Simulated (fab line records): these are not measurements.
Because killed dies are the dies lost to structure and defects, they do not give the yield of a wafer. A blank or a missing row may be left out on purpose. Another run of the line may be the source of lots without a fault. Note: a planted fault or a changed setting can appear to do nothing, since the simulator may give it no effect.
What tool caused it? || flow nand-harc || 36 wafers from 12 lots sampled at 5 of the route's 1302 steps

WHAT THE GAUGES SHOWED, per wafer
NHARC_END_SORT_01. Usual: killed-at-array 56, standard deviation 19; killed-at-other 1.0, standard deviation 1.3; killed-at-periphery 3.8, standard deviation 2.2; killed-dies 61, standard deviation 19; killed-open 3.1, standard deviation 1.9; killed-short 2.3, standard deviation 1.5.
{"lot": "L324", "measured": "day 31 20:24", "on": "prober-01", "killed-at-array": "49 57 67", "killed-at-other": "0 0 0", "killed-at-periphery": "551 543 532", "killed-dies": "600 600 599", "killed-open": "2 7 6", "killed-short": "4 1 1", "flag": "OFF"}
{"lot": "L325", "measured": "day 32 00:27", "on": "prober-02", "killed-at-array": "30 32 37", "killed-at-other": "1 0 0", "killed-at-periphery": "564 578 568", "killed-dies": "595 610 605", "killed-open": "4 1 4", "killed-short": "0 0 2", "flag": "OFF"}

WHAT TOOL EACH LOT RAN ON (gives the tool, then ch and the chambers of the sampled wafers, and finally the start)
{"lot": "L307", "NHARC_P_GATE_RTA_82": "rtp-anneal-02 ch 0, day 5 22:14", "NHARC_P_CONTACT_ETCH_35": "rie-diel-01 ch 1,3, day 6 00:19", "NHARC_P_CONTACT_PVD_32": "pvd-sputter-02, day 6 02:05 or earlier", "NHARC_P_CONTACT_ALD_22": "ald-metal-03 ch 0,2,3, day 6 02:05"}
{"lot": "L308", "NHARC_P_GATE_RTA_82": "rtp-anneal-01 ch 0, day 6 01:17", "NHARC_P_CONTACT_ETCH_35": "rie-diel-06 ch 0,2,3, day 6 03:23", "NHARC_P_CONTACT_PVD_32": "pvd-sputter-03, day 6 05:07 or earlier", "NHARC_P_CONTACT_ALD_22": "ald-metal-03 ch 1,2,3, day 6 05:07"}
{"lot": "L310", "NHARC_P_GATE_RTA_82": "rtp-anneal-02 ch 0, day 7 05:50", "NHARC_P_CONTACT_ETCH_35": "rie-diel-06 ch 0,3, day 7 07:52", "NHARC_P_CONTACT_PVD_32": "pvd-sputter-02, day 7 09:38 or earlier", "NHARC_P_CONTACT_ALD_22": "ald-metal-04 ch 1,2,3, day 7 09:38"}
{"lot": "L311", "NHARC_P_GATE_RTA_82": "rtp-anneal-02 ch 0, day 7 10:49", "NHARC_P_CONTACT_ETCH_35": "rie-diel-06 ch 0,1,2, day 7 12:51", "NHARC_P_CONTACT_PVD_32": "pvd-sputter-02, day 7 14:36 or earlier", "NHARC_P_CONTACT_ALD_22": "ald-metal-01 ch 0,3, day 7 14:36"}
{"lot": "L315", "NHARC_P_GATE_RTA_82": "rtp-anneal-02 ch 0, day 9 07:28", "NHARC_P_CONTACT_ETCH_35": "rie-diel-01 ch 2,3, day 9 09:22", "NHARC_P_CONTACT_PVD_32": "pvd-sputter-03, day 9 11:10 or earlier", "NHARC_P_CONTACT_ALD_22": "ald-metal-03 ch 0,2,3, day 9 11:10"}
{"lot": "L316", "NHARC_P_GATE_RTA_82": "rtp-anneal-02 ch 0, day 9 13:04", "NHARC_P_CONTACT_ETCH_35": "rie-diel-05 ch 1,2,3, day 9 15:01", "NHARC_P_CONTACT_PVD_32": "pvd-sputter-01, day 9 16:46 or earlier", "NHARC_P_CONTACT_ALD_22": "ald-metal-04 ch 0,1,2, day 9 16:46"}
{"lot": "L324", "NHARC_P_GATE_RTA_82": "rtp-anneal-02 ch 0, day 12 20:55", "NHARC_P_CONTACT_ETCH_35": "rie-diel-01 ch 2,3, day 12 22:53", "NHARC_P_CONTACT_PVD_32": "pvd-sputter-03, day 13 00:43 or earlier", "NHARC_P_CONTACT_ALD_22": "ald-metal-01 ch 1,2,3, day 13 00:43"}
{"lot": "L325", "NHARC_P_GATE_RTA_82": "rtp-anneal-01 ch 0, day 13 05:34", "NHARC_P_CONTACT_ETCH_35": "rie-diel-05 ch 1,2,3, day 13 07:29", "NHARC_P_CONTACT_PVD_32": "pvd-sputter-01, day 13 09:13 or earlier", "NHARC_P_CONTACT_ALD_22": "ald-metal-03 ch 2,3, day 13 09:13"}
{"lot": "L327", "NHARC_P_GATE_RTA_82": "rtp-anneal-01 ch 0, day 14 11:05", "NHARC_P_CONTACT_ETCH_35": "rie-diel-01 ch 0,2,3, day 14 12:59", "NHARC_P_CONTACT_PVD_32": "pvd-sputter-01, day 14 14:53 or earlier", "NHARC_P_CONTACT_ALD_22": "ald-metal-03 ch 0,1,3, day 14 14:53"}
{"lot": "L328", "NHARC_P_GATE_RTA_82": "rtp-anneal-02 ch 0, day 14 23:59", "NHARC_P_CONTACT_ETCH_35": "rie-diel-01 ch 0,3, day 15 02:05", "NHARC_P_CONTACT_PVD_32": "pvd-sputter-03, day 15 03:56 or earlier", "NHARC_P_CONTACT_ALD_22": "ald-metal-01 ch 0,2,3, day 15 03:56"}
{"lot": "L329", "NHARC_P_GATE_RTA_82": "rtp-anneal-02 ch 0, day 15 02:50", "NHARC_P_CONTACT_ETCH_35": "rie-diel-05 ch 1,2,3, day 15 04:56", "NHARC_P_CONTACT_PVD_32": "pvd-sputter-02, day 15 06:41 or earlier", "NHARC_P_CONTACT_ALD_22": "ald-metal-04 ch 2,3, day 15 06:41"}
{"lot": "L330", "NHARC_P_GATE_RTA_82": "rtp-anneal-02 ch 0, day 15 10:05", "NHARC_P_CONTACT_ETCH_35": "rie-diel-06 ch 0,1, day 15 12:10", "NHARC_P_CONTACT_PVD_32": "pvd-sputter-02, day 15 13:56 or earlier", "NHARC_P_CONTACT_ALD_22": "ald-metal-03 ch 1,3, day 15 13:56"}
- NHARC_P_GATE_RTA_82: time 30 s.
- NHARC_P_CONTACT_ETCH_35: etches the open film in CF4, target depth 39 nm, time 65 s.
- NHARC_P_CONTACT_PVD_32: deposits Ti, target thk 5 nm, time 17.7 s.
- NHARC_P_CONTACT_ALD_22: deposits TiN, target thk 3 nm, pulse time 1 s, ald cycles 150.

AS READ BY THE TOOLS THEMSELVES (means over the sampled wafers that have a number; for cases with no such wafer, the mark the record gives instead)
NHARC_P_GATE_RTA_82. Usual: lamp-power-pct 3.71 %, standard deviation 0.078; lamp_zone_3_pct 3.71 %, standard deviation 0.079; lamp_zone_6_pct 3.68 %, standard deviation 0.078; wafer_temp_C_max 452.1, standard deviation 0.42.
{"lot": "L307", "tool": "rtp-anneal-02", "lamp-power-pct (%)": 3.63, "lamp_zone_3_pct (%)": 3.64, "lamp_zone_6_pct (%)": 3.61, "wafer_temp_C_max": 452.1, "flag": ""}
{"lot": "L308", "tool": "rtp-anneal-01", "lamp-power-pct (%)": 3.79, "lamp_zone_3_pct (%)": 3.79, "lamp_zone_6_pct (%)": 3.76, "wafer_temp_C_max": 452.2, "flag": ""}
{"lot": "L310", "tool": "rtp-anneal-02", "lamp-power-pct (%)": 3.64, "lamp_zone_3_pct (%)": 3.63, "lamp_zone_6_pct (%)": 3.60, "wafer_temp_C_max": 452.0, "flag": ""}
{"lot": "L311", "tool": "rtp-anneal-02", "lamp-power-pct (%)": 3.63, "lamp_zone_3_pct (%)": 3.63, "lamp_zone_6_pct (%)": 3.60, "wafer_temp_C_max": 452.7, "flag": ""}
{"lot": "L315", "tool": "rtp-anneal-02", "lamp-power-pct (%)": 3.63, "lamp_zone_3_pct (%)": 3.64, "lamp_zone_6_pct (%)": 3.61, "wafer_temp_C_max": 451.9, "flag": ""}
{"lot": "L316", "tool": "rtp-anneal-02", "lamp-power-pct (%)": 3.63, "lamp_zone_3_pct (%)": 3.63, "lamp_zone_6_pct (%)": 3.60, "wafer_temp_C_max": 452.2, "flag": ""}
{"lot": "L324", "tool": "rtp-anneal-02", "lamp-power-pct (%)": 3.63, "lamp_zone_3_pct (%)": 3.63, "lamp_zone_6_pct (%)": 3.61, "wafer_temp_C_max": 452.2, "flag": ""}
{"lot": "L325", "tool": "rtp-anneal-01", "lamp-power-pct (%)": 3.79, "lamp_zone_3_pct (%)": 3.80, "lamp_zone_6_pct (%)": 3.76, "wafer_temp_C_max": 452.3, "flag": ""}
{"lot": "L327", "tool": "rtp-anneal-01", "lamp-power-pct (%)": 3.79, "lamp_zone_3_pct (%)": 3.79, "lamp_zone_6_pct (%)": 3.76, "wafer_temp_C_max": 452.0, "flag": ""}
{"lot": "L328", "tool": "rtp-anneal-02", "lamp-power-pct (%)": 3.63, "lamp_zone_3_pct (%)": 3.63, "lamp_zone_6_pct (%)": 3.60, "wafer_temp_C_max": 452.0, "flag": ""}
{"lot": "L329", "tool": "rtp-anneal-02", "lamp-power-pct (%)": 3.63, "lamp_zone_3_pct (%)": 3.64, "lamp_zone_6_pct (%)": 3.60, "wafer_temp_C_max": 451.9, "flag": ""}
{"lot": "L330", "tool": "rtp-anneal-02", "lamp-power-pct (%)": 3.63, "lamp_zone_3_pct (%)": 3.63, "lamp_zone_6_pct (%)": 3.60, "wafer_temp_C_max": 452.2, "flag": ""}

NHARC_P_CONTACT_ETCH_35. Usual: drypump-motor-current-A 5.6 A, standard deviation 0.43; oes-product-au 0.998 a.u., standard deviation 0.012; rf-vpp-V 151.2 V, standard deviation 1.3; showerhead-plenum-p-Torr 1.77 Torr, standard deviation 0.083; throttle-valve-pct 13.285 %, standard deviation 0.0098.
{"lot": "L307", "tool": "rie-diel-01", "drypump-motor-current-A (A)": 5.5, "oes-product-au (a.u.)": 1.003, "rf-vpp-V (V)": 150.3, "showerhead-plenum-p-Torr (Torr)": 1.66, "throttle-valve-pct (%)": 13.282, "flag": ""}
{"lot": "L308", "tool": "rie-diel-06", "drypump-motor-current-A (A)": 5.5, "oes-product-au (a.u.)": 0.993, "rf-vpp-V (V)": 151.6, "showerhead-plenum-p-Torr (Torr)": 1.87, "throttle-valve-pct (%)": 13.275, "flag": ""}
{"lot": "L310", "tool": "rie-diel-06", "drypump-motor-current-A (A)": 5.9, "oes-product-au (a.u.)": 0.984, "rf-vpp-V (V)": 152.7, "showerhead-plenum-p-Torr (Torr)": 1.84, "throttle-valve-pct (%)": 13.277, "flag": ""}
{"lot": "L311", "tool": "rie-diel-06", "drypump-motor-current-A (A)": 5.4, "oes-product-au (a.u.)": 0.984, "rf-vpp-V (V)": 151.5, "showerhead-plenum-p-Torr (Torr)": 1.81, "throttle-valve-pct (%)": 13.295, "flag": ""}
{"lot": "L315", "tool": "rie-diel-01", "drypump-motor-current-A (A)": 5.9, "oes-product-au (a.u.)": 0.997, "rf-vpp-V (V)": 151.9, "showerhead-plenum-p-Torr (Torr)": 1.81, "throttle-valve-pct (%)": 13.282, "flag": ""}
{"lot": "L316", "tool": "rie-diel-05", "drypump-motor-current-A (A)": 5.6, "oes-product-au (a.u.)": 0.998, "rf-vpp-V (V)": 151.0, "showerhead-plenum-p-Torr (Torr)": 1.73, "throttle-valve-pct (%)": 13.284, "flag": ""}
{"lot": "L324", "tool": "rie-diel-01", "drypump-motor-current-A (A)": 5.9, "oes-product-au (a.u.)": 1.012, "rf-vpp-V (V)": 151.7, "showerhead-plenum-p-Torr (Torr)": 1.81, "throttle-valve-pct (%)": 13.288, "flag": ""}
{"lot": "L325", "tool": "rie-diel-05", "drypump-motor-current-A (A)": 5.6, "oes-product-au (a.u.)": 1.000, "rf-vpp-V (V)": 149.1, "showerhead-plenum-p-Torr (Torr)": 1.73, "throttle-valve-pct (%)": 13.290, "flag": ""}
{"lot": "L327", "tool": "rie-diel-01", "drypump-motor-current-A (A)": 5.7, "oes-product-au (a.u.)": 1.009, "rf-vpp-V (V)": 150.7, "showerhead-plenum-p-Torr (Torr)": 1.76, "throttle-valve-pct (%)": 13.282, "flag": ""}
{"lot": "L328", "tool": "rie-diel-01", "drypump-motor-current-A (A)": 5.8, "oes-product-au (a.u.)": 1.008, "rf-vpp-V (V)": 149.9, "showerhead-plenum-p-Torr (Torr)": 1.69, "throttle-valve-pct (%)": 13.284, "flag": ""}
{"lot": "L329", "tool": "rie-diel-05", "drypump-motor-current-A (A)": 5.6, "oes-product-au (a.u.)": 0.993, "rf-vpp-V (V)": 151.4, "showerhead-plenum-p-Torr (Torr)": 1.73, "throttle-valve-pct (%)": 13.283, "flag": ""}
{"lot": "L330", "tool": "rie-diel-06", "drypump-motor-current-A (A)": 5.7, "oes-product-au (a.u.)": 0.991, "rf-vpp-V (V)": 151.1, "showerhead-plenum-p-Torr (Torr)": 1.79, "throttle-valve-pct (%)": 13.281, "flag": ""}

NHARC_P_CONTACT_PVD_32. Usual: throttle-valve-pct reads 30.0 % (standard deviation 1.1).
{"lot": "L307", "tool": "pvd-sputter-02", "throttle-valve-pct (%)": 30.0, "flag": ""}
{"lot": "L308", "tool": "pvd-sputter-03", "throttle-valve-pct (%)": 29.1, "flag": ""}
{"lot": "L310", "tool": "pvd-sputter-02", "throttle-valve-pct (%)": 30.2, "flag": ""}
{"lot": "L311", "tool": "pvd-sputter-02", "throttle-valve-pct (%)": 30.9, "flag": ""}
{"lot": "L315", "tool": "pvd-sputter-03", "throttle-valve-pct (%)": 30.6, "flag": ""}
{"lot": "L316", "tool": "pvd-sputter-01", "throttle-valve-pct (%)": 30.1, "flag": ""}
{"lot": "L324", "tool": "pvd-sputter-03", "throttle-valve-pct (%)": 30.3, "flag": ""}
{"lot": "L325", "tool": "pvd-sputter-01", "throttle-valve-pct (%)": 30.2, "flag": ""}
{"lot": "L327", "tool": "pvd-sputter-01", "throttle-valve-pct (%)": 30.2, "flag": ""}
{"lot": "L328", "tool": "pvd-sputter-03", "throttle-valve-pct (%)": 30.3, "flag": ""}
{"lot": "L329", "tool": "pvd-sputter-02", "throttle-valve-pct (%)": 30.3, "flag": ""}
{"lot": "L330", "tool": "pvd-sputter-02", "throttle-valve-pct (%)": 29.6, "flag": ""}

NHARC_P_CONTACT_ALD_22. Usual: heater-power-outer-w 690 W, standard deviation 85; heater-power-w 1094 W, standard deviation 120; precursor-pulse-height-rel 1.001, standard deviation 0.02.
{"lot": "L307", "tool": "ald-metal-03", "heater-power-outer-w (W)": 665, "heater-power-w (W)": 1074, "precursor-pulse-height-rel": 0.998, "flag": ""}
{"lot": "L308", "tool": "ald-metal-03", "heater-power-outer-w (W)": 627, "heater-power-w (W)": 1062, "precursor-pulse-height-rel": 1.026, "flag": ""}
{"lot": "L310", "tool": "ald-metal-04", "heater-power-outer-w (W)": 743, "heater-power-w (W)": 1163, "precursor-pulse-height-rel": 0.985, "flag": ""}
{"lot": "L311", "tool": "ald-metal-01", "heater-power-outer-w (W)": 614, "heater-power-w (W)": 1028, "precursor-pulse-height-rel": 0.994, "flag": ""}
{"lot": "L315", "tool": "ald-metal-03", "heater-power-outer-w (W)": 674, "heater-power-w (W)": 1058, "precursor-pulse-height-rel": 1.008, "flag": ""}
{"lot": "L316", "tool": "ald-metal-04", "heater-power-outer-w (W)": 743, "heater-power-w (W)": 1142, "precursor-pulse-height-rel": 1.005, "flag": ""}
{"lot": "L324", "tool": "ald-metal-01", "heater-power-outer-w (W)": "-", "heater-power-w (W)": "-", "precursor-pulse-height-rel": "-", "flag": "OFF"}
{"lot": "L325", "tool": "ald-metal-03", "heater-power-outer-w (W)": "-", "heater-power-w (W)": "-", "precursor-pulse-height-rel": "-", "flag": "OFF"}
{"lot": "L327", "tool": "ald-metal-03", "heater-power-outer-w (W)": 692, "heater-power-w (W)": 1079, "precursor-pulse-height-rel": 0.998, "flag": ""}
{"lot": "L328", "tool": "ald-metal-01", "heater-power-outer-w (W)": 664, "heater-power-w (W)": 1066, "precursor-pulse-height-rel": 1.014, "flag": ""}
{"lot": "L329", "tool": "ald-metal-04", "heater-power-outer-w (W)": 754, "heater-power-w (W)": 1218, "precursor-pulse-height-rel": 1.023, "flag": ""}
{"lot": "L330", "tool": "ald-metal-03", "heater-power-outer-w (W)": 666, "heater-power-w (W)": 1094, "precursor-pulse-height-rel": 1.005, "flag": ""}

THE ANSWER, worked out from the rows above alone
Rule: a lot is off if the mean of its wafers that have a number lies more than 3 standard deviations from the usual mean. A lot without any number at a reading at which 4 lots or more have one is off too. Any other lot the step has rows for is counted as sound. After the gauges, taken in route order, come the tools' own readings; for these a lot's mean is taken, as printed above. At the first step where some lot is off, the reading lying furthest off is the one used; lots without a number count as furthest.
Off: L324, L325 (NHARC_END_SORT_01, killed-at-periphery). Neither off nor sound, because the step has no rows for them: L307, L308, L310, L311, L315, L316, L327, L328, L329, L330.
If a tool, at a process step before that reading, ran all the lots that are off and no sound lot after the first of them, it fits. Not tried: the gauges at NHARC_END_SORT_01; whatever is off there is also off at NHARC_P_CONTACT_ALD_22, on other tools, and gauge error can't account for it. Because NHARC_P_CONTACT_PVD_32 lacks a start for some lots, the hours and order of its lots are taken from NHARC_P_CONTACT_ALD_22. None of those tried fits.

WHAT THE SIMULATOR HAD PUT IN
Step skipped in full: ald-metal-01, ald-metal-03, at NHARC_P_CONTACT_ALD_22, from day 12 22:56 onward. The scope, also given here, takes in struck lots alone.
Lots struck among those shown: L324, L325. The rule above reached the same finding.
